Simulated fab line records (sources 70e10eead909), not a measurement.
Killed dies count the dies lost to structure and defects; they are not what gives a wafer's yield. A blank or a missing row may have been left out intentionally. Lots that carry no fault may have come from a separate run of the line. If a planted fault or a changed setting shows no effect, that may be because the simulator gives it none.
Matching of chambers | flow nand harc | NHARC_A_BONDPAD_ETCH_24 on rie diel-06: 4 sister chambers
The step etches the open film in CF4/N2, target depth 30 nm, time 72.99 s. 8 wafers are shown with their chamber, then 8 later ones without.

== WAFERS, EACH WITH ITS CHAMBER ==
wafer  | chamber | drypump motor current A (A) | oes product au (a.u.)
L655.3 | 1       | 5.3                         | 0.995
L660.1 | 2       | 5.4                         | 1.014
L660.2 | 0       | 5.0                         | 1.003
L660.4 | 1       | 5.4                         | 1.000
L658.1 | 0       | 5.0                         | 0.993
L658.3 | 3       | 6.0                         | 1.003
L658.6 | 2       | 5.4                         | 1.008
L661.1 | 3       | 6.0                         | 1.013

== WAFERS WHOSE CHAMBER IS MISSING ==
wafer  | drypump motor current A (A) | oes product au (a.u.)
L661.3 | 5.3                         | 0.994
L661.6 | 6.0                         | 0.998
L662.2 | 5.3                         | 1.001
L662.3 | 5.4                         | 1.021
L662.5 | 5.3                         | 1.005
L667.1 | 6.0                         | 1.008
L667.3 | 5.0                         | 1.005
L667.4 | 5.0                         | 1.003

== EACH ONE'S CHAMBER ==
wafer  | from the rows above     | in truth
L661.3 | 1                       | 1
L661.6 | 3                       | 3
L662.2 | can't be placed: 1 or 2 | 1
L662.3 | 2                       | 2
L662.5 | can't be placed: 1 or 2 | 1
L667.1 | 3                       | 3
L667.3 | 0                       | 0
L667.4 | 0                       | 0
Correct placement for 6 of the 8. These rows do not allow placing 2 (true chamber among the candidates in 2). Placed wrongly: 0.
How it was worked out, from the rows above alone: a wafer's distance from a chamber is the root of the sum, over the readings, of the square of ((its reading less the chamber's mean) divided by the reading's scatter). The wafer belongs to the nearest chamber; if the next one is less than 2 further off, it can't be placed. For every chamber, the mean is computed from those of its wafers that are shown. The scatter: take each reading less its chamber's mean, square it, sum over the shown wafers, divide by the number of wafers less the number of chambers, and take the root.
